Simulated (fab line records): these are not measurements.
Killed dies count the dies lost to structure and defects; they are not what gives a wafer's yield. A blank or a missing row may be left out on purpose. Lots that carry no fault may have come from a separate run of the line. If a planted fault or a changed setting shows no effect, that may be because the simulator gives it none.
Chamber matching + flow nand_harc + NHARC_THIN_TSV_CMP_01 on cmp-03: 4 sister chambers
The step polishes. 20 wafers are shown with their chamber, then 10 later ones without.

WAFERS WITH THEIR CHAMBER
| wafer  | chamber | motor_current_A (A) |
|--------|---------|---------------------|
| L074.1 | 0       | 8.6                 |
| L074.4 | 1       | 10.2                |
| L074.6 | 2       | 12.7                |
| L077.4 | 0       | 8.4                 |
| L077.5 | 3       | 11.3                |
| L077.6 | 2       | 12.4                |
| L076.1 | 2       | 12.6                |
| L076.2 | 0       | 8.2                 |
| L076.5 | 3       | 11.9                |
| L078.3 | 3       | 11.5                |
| L078.5 | 2       | 12.6                |
| L078.6 | 3       | 11.6                |
| L079.2 | 2       | 12.9                |
| L079.4 | 0       | 8.4                 |
| L079.5 | 1       | 11.0                |
| L080.4 | 0       | 8.8                 |
| L080.5 | 0       | 8.7                 |
| L080.6 | 1       | 11.3                |
| L089.2 | 0       | 8.6                 |
| L089.4 | 3       | 11.0                |

SIGNATURES (averages over the wafers above)
| reading         | chamber 0 | chamber 1 | chamber 2 | chamber 3 | scatter within a chamber |
|-----------------|-----------|-----------|-----------|-----------|--------------------------|
| motor_current_A | 8.529     | 10.833    | 12.640    | 11.460    | 0.305                    |
Rule: distance of a wafer from a chamber = root of the sum over the readings of ((wafer's reading minus chamber's mean) / reading's scatter) squared. The wafer belongs to the nearest chamber; if the next one is less than 2 further off, it can't be placed. The scatter: the root of (the sum of the squares of (reading less its chamber's mean) over the shown wafers, divided by (wafers less chambers)).

WAFERS MISSING THEIR CHAMBER
| wafer  | motor_current_A (A) |
|--------|---------------------|
| L089.6 | 12.5                |
| L094.1 | 10.3                |
| L094.2 | 12.9                |
| L094.5 | 8.2                 |
| L095.3 | 10.6                |
| L095.4 | 12.8                |
| L095.6 | 12.3                |
| L096.1 | 8.4                 |
| L096.2 | 10.2                |
| L096.6 | 12.6                |

CHAMBER TAKEN BY EACH
| wafer  | from the rows above     | in truth |
|--------|-------------------------|----------|
| L089.6 | 2                       | 2        |
| L094.1 | 1                       | 1        |
| L094.2 | 2                       | 2        |
| L094.5 | 0                       | 0        |
| L095.3 | 1                       | 1        |
| L095.4 | 2                       | 2        |
| L095.6 | can't be placed: 2 or 3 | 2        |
| L096.1 | 0                       | 0        |
| L096.2 | 1                       | 1        |
| L096.6 | 2                       | 2        |
9 of 10 placed correctly. Not placeable from these rows: 1 (in 1, the candidates include the true chamber). Placed wrongly: 0.
